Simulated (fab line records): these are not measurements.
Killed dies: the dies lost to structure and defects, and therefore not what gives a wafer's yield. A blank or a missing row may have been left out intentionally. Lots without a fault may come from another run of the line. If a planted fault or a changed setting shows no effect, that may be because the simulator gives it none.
Matching of chambers / flow n5_finfet / 4 sister chambers for N5_BEOL_M9_DESCUM_33 on rie_diel-01
The step chemistry O2, time 7 s. 22 wafers are shown with their chamber, then 11 later ones without.

## EACH WAFER AND ITS CHAMBER
wafer=L076.1; chamber=2; showerhead_plenum_p_Torr (Torr)=2.10; throttle_valve_pct (%)=20.60; drypump_motor_current_A (A)=5.8
wafer=L076.4; chamber=0; showerhead_plenum_p_Torr (Torr)=2.05; throttle_valve_pct (%)=20.04; drypump_motor_current_A (A)=6.3
wafer=L076.6; chamber=2; showerhead_plenum_p_Torr (Torr)=2.10; throttle_valve_pct (%)=20.61; drypump_motor_current_A (A)=5.8
wafer=L079.3; chamber=0; showerhead_plenum_p_Torr (Torr)=2.05; throttle_valve_pct (%)=20.05; drypump_motor_current_A (A)=6.3
wafer=L079.5; chamber=1; showerhead_plenum_p_Torr (Torr)=1.97; throttle_valve_pct (%)=20.14; drypump_motor_current_A (A)=5.5
wafer=L079.6; chamber=2; showerhead_plenum_p_Torr (Torr)=2.10; throttle_valve_pct (%)=20.60; drypump_motor_current_A (A)=5.8
wafer=L081.1; chamber=1; showerhead_plenum_p_Torr (Torr)=1.97; throttle_valve_pct (%)=20.18; drypump_motor_current_A (A)=5.4
wafer=L081.2; chamber=3; showerhead_plenum_p_Torr (Torr)=2.02; throttle_valve_pct (%)=20.49; drypump_motor_current_A (A)=6.2
wafer=L081.3; chamber=2; showerhead_plenum_p_Torr (Torr)=2.10; throttle_valve_pct (%)=20.62; drypump_motor_current_A (A)=5.9
wafer=L081.4; chamber=0; showerhead_plenum_p_Torr (Torr)=2.04; throttle_valve_pct (%)=20.04; drypump_motor_current_A (A)=6.3
wafer=L081.5; chamber=0; showerhead_plenum_p_Torr (Torr)=2.04; throttle_valve_pct (%)=20.06; drypump_motor_current_A (A)=6.3
wafer=L081.6; chamber=1; showerhead_plenum_p_Torr (Torr)=1.97; throttle_valve_pct (%)=20.16; drypump_motor_current_A (A)=5.4
wafer=L080.2; chamber=0; showerhead_plenum_p_Torr (Torr)=2.04; throttle_valve_pct (%)=20.06; drypump_motor_current_A (A)=6.3
wafer=L080.3; chamber=2; showerhead_plenum_p_Torr (Torr)=2.10; throttle_valve_pct (%)=20.63; drypump_motor_current_A (A)=5.9
wafer=L080.4; chamber=3; showerhead_plenum_p_Torr (Torr)=2.02; throttle_valve_pct (%)=20.53; drypump_motor_current_A (A)=6.2
wafer=L085.1; chamber=2; showerhead_plenum_p_Torr (Torr)=2.10; throttle_valve_pct (%)=20.63; drypump_motor_current_A (A)=5.9
wafer=L085.2; chamber=0; showerhead_plenum_p_Torr (Torr)=2.04; throttle_valve_pct (%)=20.08; drypump_motor_current_A (A)=6.4
wafer=L085.3; chamber=1; showerhead_plenum_p_Torr (Torr)=1.97; throttle_valve_pct (%)=20.18; drypump_motor_current_A (A)=5.4
wafer=L085.4; chamber=3; showerhead_plenum_p_Torr (Torr)=2.02; throttle_valve_pct (%)=20.51; drypump_motor_current_A (A)=6.2
wafer=L085.5; chamber=0; showerhead_plenum_p_Torr (Torr)=2.04; throttle_valve_pct (%)=20.07; drypump_motor_current_A (A)=6.4
wafer=L085.6; chamber=1; showerhead_plenum_p_Torr (Torr)=1.97; throttle_valve_pct (%)=20.18; drypump_motor_current_A (A)=5.4
wafer=L086.1; chamber=1; showerhead_plenum_p_Torr (Torr)=1.97; throttle_valve_pct (%)=20.17; drypump_motor_current_A (A)=5.4

SIGNATURES (averages over the wafers above)
reading=showerhead_plenum_p_Torr; chamber 0=2.0429; chamber 1=1.9700; chamber 2=2.1000; chamber 3=2.0200; scatter within a chamber=0.00282
reading=throttle_valve_pct; chamber 0=20.0571; chamber 1=20.1683; chamber 2=20.6150; chamber 3=20.5100; scatter within a chamber=0.0156
reading=drypump_motor_current_A; chamber 0=6.329; chamber 1=5.417; chamber 2=5.850; chamber 3=6.200; scatter within a chamber=0.0457
Rule: a wafer lies at a distance from a chamber equal to the root of the sum of squares, over the readings, of (its reading less the chamber's mean, divided by the reading's scatter). The wafer belongs to the nearest chamber; if the next one is less than 2 further off, it can't be placed. How the scatter is found: for the shown wafers, subtract from each reading the mean of its chamber, square and add these, divide the total by (wafers less chambers), then take the root.

## WAFERS WITHOUT THEIR CHAMBER
wafer=L086.2; showerhead_plenum_p_Torr (Torr)=2.10; throttle_valve_pct (%)=20.63; drypump_motor_current_A (A)=5.9
wafer=L086.4; showerhead_plenum_p_Torr (Torr)=2.04; throttle_valve_pct (%)=20.07; drypump_motor_current_A (A)=6.3
wafer=L088.1; showerhead_plenum_p_Torr (Torr)=2.04; throttle_valve_pct (%)=20.08; drypump_motor_current_A (A)=6.3
wafer=L088.3; showerhead_plenum_p_Torr (Torr)=2.01; throttle_valve_pct (%)=20.52; drypump_motor_current_A (A)=6.2
wafer=L088.4; showerhead_plenum_p_Torr (Torr)=2.10; throttle_valve_pct (%)=20.64; drypump_motor_current_A (A)=5.9
wafer=L093.3; showerhead_plenum_p_Torr (Torr)=1.96; throttle_valve_pct (%)=20.21; drypump_motor_current_A (A)=5.4
wafer=L093.4; showerhead_plenum_p_Torr (Torr)=2.09; throttle_valve_pct (%)=20.63; drypump_motor_current_A (A)=5.9
wafer=L093.5; showerhead_plenum_p_Torr (Torr)=2.01; throttle_valve_pct (%)=20.53; drypump_motor_current_A (A)=6.2
wafer=L097.2; showerhead_plenum_p_Torr (Torr)=2.03; throttle_valve_pct (%)=20.12; drypump_motor_current_A (A)=6.3
wafer=L097.3; showerhead_plenum_p_Torr (Torr)=2.01; throttle_valve_pct (%)=20.54; drypump_motor_current_A (A)=6.2
wafer=L097.4; showerhead_plenum_p_Torr (Torr)=2.01; throttle_valve_pct (%)=20.54; drypump_motor_current_A (A)=6.2

## EACH ONE'S CHAMBER
wafer=L086.2; from the rows above=2; in truth=2
wafer=L086.4; from the rows above=0; in truth=0
wafer=L088.1; from the rows above=0; in truth=0
wafer=L088.3; from the rows above=3; in truth=3
wafer=L088.4; from the rows above=2; in truth=2
wafer=L093.3; from the rows above=1; in truth=1
wafer=L093.4; from the rows above=2; in truth=2
wafer=L093.5; from the rows above=3; in truth=3
wafer=L097.2; from the rows above=0; in truth=0
wafer=L097.3; from the rows above=3; in truth=3
wafer=L097.4; from the rows above=3; in truth=3
11 of 11 placed correctly. From these rows, 0 cannot be placed. Wrongly placed: 0.
